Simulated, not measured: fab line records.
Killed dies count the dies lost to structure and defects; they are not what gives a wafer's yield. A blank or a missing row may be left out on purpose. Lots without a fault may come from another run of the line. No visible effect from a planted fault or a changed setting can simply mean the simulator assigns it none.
Split-lot trial -- flow n5 finfet -- route with 1938 steps; 7 lots, 39 wafers read

## ABOUT THE SPLIT
At N5_DUMMY_GATE_ETCH_31 (etches SiO2 in C4F6/O2, target depth 82.5 nm, time 27.5 s), the setting target depth a was moved away from the recipe's 825 angstrom on 15 of the 39 wafers read, by -11.2% to +10.9%. All remaining wafers had this setting at the recipe value.

The split's own step is where the reading is taken.

## THE READING
SOC_of_DUMMY_GATE_COAT_34.thk nm (the simulator's own value, which no gauge read), in nm, at N5_DUMMY_GATE_ETCH_31 (etches SiO2 in C4F6/O2, target depth 82.5 nm, time 27.5 s). The file does not state a usual value for it. Here, 24 wafers ran the recipe; their average is 51.7 nm with a standard deviation of 0.26 nm.

wafer,"tool, chamber at the split","target depth a as run, angstrom",against the recipe,"SOC_of_DUMMY_GATE_COAT_34.thk nm, nm",against lot-mates on the recipe
L074.1,"rie diel-03, 0",825,recipe,51.6,-
L074.2,"rie diel-03, 1",825,recipe,51.6,-
L074.3,"rie diel-03, 2",825,recipe,52,-
L074.4,"rie diel-03, 3",825,recipe,52,-
L074.5,"rie diel-03, 3",825,recipe,51.8,-
L074.6,"rie diel-03, 2",825,recipe,52.2,-
L075.2,"rie diel-01, 2",825,recipe,51.8,-
L075.3,"rie diel-01, 0",825,recipe,52,-
L075.5,"rie diel-01, 0",825,recipe,52,-
L076.1,"rie diel-01, 1",864.2,+4.8%,51.4,-0.3
L076.2,"rie diel-01, 0",825,recipe,51.6,-
L076.3,"rie diel-01, 2",864.2,+4.8%,51.2,-0.5
L076.4,"rie diel-01, 3",864.2,+4.8%,51,-0.7
L076.5,"rie diel-01, 3",825,recipe,51.6,-
L076.6,"rie diel-01, 2",825,recipe,51.8,-
L079.1,"rie diel-03, 2",870.3,+5.5%,51.6,-0.3
L079.2,"rie diel-03, 0",825,recipe,51.8,-
L079.3,"rie diel-03, 1",870.3,+5.5%,51.6,-0.3
L079.4,"rie diel-03, 3",825,recipe,51.8,-
L079.5,"rie diel-03, 0",825,recipe,52,-
L079.6,"rie diel-03, 1",870.3,+5.5%,51.6,-0.3
L087.1,"rie diel-06, 2",825,recipe,51.6,-
L087.2,"rie diel-06, 1",732.5,-11.2%,52.8,+1.3
L087.3,"rie diel-06, 3",825,recipe,51.4,-
L087.4,"rie diel-06, 0",732.5,-11.2%,52.6,+1.1
L087.5,"rie diel-06, 0",825,recipe,51.4,-
L087.6,"rie diel-06, 1",732.5,-11.2%,52.6,+1.1
L089.1,"rie diel-01, 2",825,recipe,52,-
L089.2,"rie diel-01, 3",914.6,+10.9%,50.6,-1.3
L089.3,"rie diel-01, 0",914.6,+10.9%,51,-0.9
L089.4,"rie diel-01, 1",825,recipe,51.6,-
L089.5,"rie diel-01, 0",914.6,+10.9%,51,-0.9
L089.6,"rie diel-01, 1",825,recipe,52,-
L094.1,"rie diel-06, 0",892.5,+8.2%,50.8,-0.5
L094.2,"rie diel-06, 3",825,recipe,51.2,-
L094.3,"rie diel-06, 2",892.5,+8.2%,50.8,-0.5
L094.4,"rie diel-06, 1",892.5,+8.2%,51.2,-0.1
L094.5,"rie diel-06, 1",825,recipe,51.6,-
L094.6,"rie diel-06, 0",825,recipe,51.2,-

THE FIT
A straight line over all 39 wafers: SOC_of_DUMMY_GATE_COAT_34.thk nm changes by -0.082 nm for each +1% of target depth a; r = -0.86; the points scatter about the line by 0.25 nm.
The same after taking each lot's own level away (the mean of its wafers on the recipe; 39 wafers): -0.0886 nm for each +1%; r = -0.92; scatter 0.2 nm.
The reading moves by 0.99 nm for the largest change in target depth a, on that fit.
Measured against the standard deviation above, the lots' own levels, which go from 51.33 to 51.93 nm, span 2.3 times it.
So the lot-to-lot level changes the slope little: the two slopes agree.
Check: +0.981 nm against its lot-mates is what the line predicts for one of the wafers moved furthest among these (-11.2%) when that wafer is left out of the fit. It came out at +1.33 nm against them.

## FURTHER SPLITS ON THESE WAFERS
Other splits were also applied to these wafers ahead of the reading. Each is held against what the fit with the lots' levels taken away leaves over:
other split on the same wafers,wafers away from the commonest value,r with SOC_of_DUMMY_GATE_COAT_34.thk nm (lot level and that fit taken away)
N5_FIN_SAQP_ALD_61 temp c,15,-0.23
N5_FIN_SAQP_ETCH_65 time s,12,+0.18

## THE WHOLE CHAIN: every reading that the file lists as answering this split, in the file's order
step,what it does,reading,change (the file's fit),r (the file's)
N5_DUMMY_GATE_ETCH_31,"etches SiO2 in C4F6/O2, target depth 82.5 nm, time 27.5 s","etch.depth nm (the simulator's own value, which no gauge read)",+0.76 nm for each +1% of the setting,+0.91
N5_DUMMY_GATE_ETCH_31,"etches SiO2 in C4F6/O2, target depth 82.5 nm, time 27.5 s","SOC_of_DUMMY_GATE_COAT_34.thk nm (the simulator's own value, which no gauge read)",-0.0861 nm for each +1% of the setting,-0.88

## THE FILE'S OWN FIT
SOC_of_DUMMY_GATE_COAT_34.thk nm changes by -0.0861 nm for each +1% of target depth a, r = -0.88.
